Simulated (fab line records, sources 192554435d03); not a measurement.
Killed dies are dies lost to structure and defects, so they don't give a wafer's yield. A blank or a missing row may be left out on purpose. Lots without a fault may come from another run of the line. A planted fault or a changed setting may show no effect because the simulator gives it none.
Split-lot experiment | flow n5_finfet | 7 lots, 21 wafers read, on a route of 1938 steps

THE SPLIT
At N5_BEOL_M14_PEB_26 (peb time 90 s), the setting peb_temp_c was moved away from the recipe's 130 C on 8 of the 21 wafers read, by -2.8% to +2.8%. The other wafers ran this setting at the recipe's value.

FROM THE SPLIT TO THE READING: what the file shows between them, 2 steps
- N5_BEOL_M14_DEVELOP_27: develop time 45 s
- N5_BEOL_M14_HARDBAKE_32: time 120 s

THE READING
cd_nm, in nm, at N5_BEOL_M14_CD_MEAS_28 (target cd 284.4 nm). Fault-free wafers of this fab line usually give 282.9 nm, standard deviation 2.5 nm.

wafer  | tool, chamber at the split | peb_temp_c as run, C | against the recipe | cd_nm, nm | against lot-mates on the recipe
L085.1 | litho_track-01, 0          | 131.9                | +1.5%              | 293.9     | +12.8
L085.5 | litho_track-01, 0          | 130                  | recipe             | 279.8     | -
L085.6 | litho_track-01, 0          | 130                  | recipe             | 282.3     | -
L086.2 | litho_track-02, 0          | 128.5                | -1.2%              | 274.1     | -9.2
L086.3 | litho_track-02, 0          | 130                  | recipe             | 283.3     | -
L086.6 | litho_track-02, 0          | 128.5                | -1.2%              | 275.7     | -7.6
L087.1 | litho_track-05, 0          | 132.1                | +1.6%              | 289.3     | +7.3
L087.4 | litho_track-05, 0          | 132.1                | +1.6%              | 293.2     | +11.2
L087.5 | litho_track-05, 0          | 130                  | recipe             | 282.0     | -
L089.1 | litho_track-02, 0          | 130                  | recipe             | 283.8     | -
L089.3 | litho_track-02, 0          | 126.3                | -2.8%              | 260.8     | -23.0
L089.5 | litho_track-02, 0          | 126.3                | -2.8%              | 266.1     | -17.7
L093.1 | litho_track-05, 0          | 130                  | recipe             | 284.8     | -
L093.2 | litho_track-05, 0          | 130                  | recipe             | 281.4     | -
L093.4 | litho_track-05, 0          | 130                  | recipe             | 281.2     | -
L095.1 | litho_track-01, 0          | 130                  | recipe             | 279.1     | -
L095.2 | litho_track-01, 0          | 130                  | recipe             | 279.1     | -
L095.4 | litho_track-01, 0          | 130                  | recipe             | 278.9     | -
L096.1 | litho_track-01, 0          | 130                  | recipe             | 282.3     | -
L096.3 | litho_track-01, 0          | 133.6                | +2.8%              | 297.5     | +16.2
L096.4 | litho_track-01, 0          | 130                  | recipe             | 280.3     | -

THE FIT
A straight line over all 21 wafers: cd_nm changes by +6.25 nm for each +1% of peb_temp_c; r = +0.97; the points scatter about the line by 2.1 nm.
The same after taking each lot's own level away (the mean of its wafers on the recipe; 21 wafers): +6.75 nm for each +1%; r = +0.98; scatter 1.8 nm.
On that fit, the largest move of peb_temp_c shifts the reading by 19 nm.
The lots' own levels span 279.03 to 283.80 nm, that is 1.9 times the standard deviation above.
So the lot-to-lot level changes the slope little: the two slopes agree.
Check: with one of the wafers moved furthest among these (-2.8%) left out of the fit, the line predicts -18.1 nm for it against its lot-mates. It came out at -23 nm against them.

OTHER SPLITS ON THESE WAFERS
These wafers also went through other splits before the reading. Each is held against what the fit with the lots' levels taken away leaves over:
other split on the same wafers    | wafers away from the commonest value | r with cd_nm (lot level and that fit taken away)
N5_BEOL_M13_TRENCH_ETCH_34 time_s | 6                                    | +0.13

THE WHOLE CHAIN: every reading that the file lists as answering this split, in the file's order
step                   | what it does                                           | reading                                                         | change (the file's fit)              | r (the file's)
N5_BEOL_M14_CD_MEAS_28 | target cd 284.4 nm                                     | cd_nm                                                           | +6.69 nm for each +1% of the setting | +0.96
N5_BEOL_M14_DESCUM_33  | chemistry O2, time 7.9 s                               | BEOL_M14.cd_nm (the simulator's own value, which no gauge read) | +6.77 nm for each +1% of the setting | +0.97
N5_BEOL_M14_ETCH_67    | etches SiARC in CF4, target depth 143 nm, time 238.3 s | BEOL_M14.cd_nm (the simulator's own value, which no gauge read) | +6.55 nm for each +1% of the setting | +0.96
N5_BEOL_M14_ETCH_68    | etches SOC in N2/H2, time 450 s                        | BEOL_M14.cd_nm (the simulator's own value, which no gauge read) | +5.98 nm for each +1% of the setting | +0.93

THE FILE'S OWN FIT
cd_nm changes by +6.69 nm for each +1% of peb_temp_c, r = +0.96.
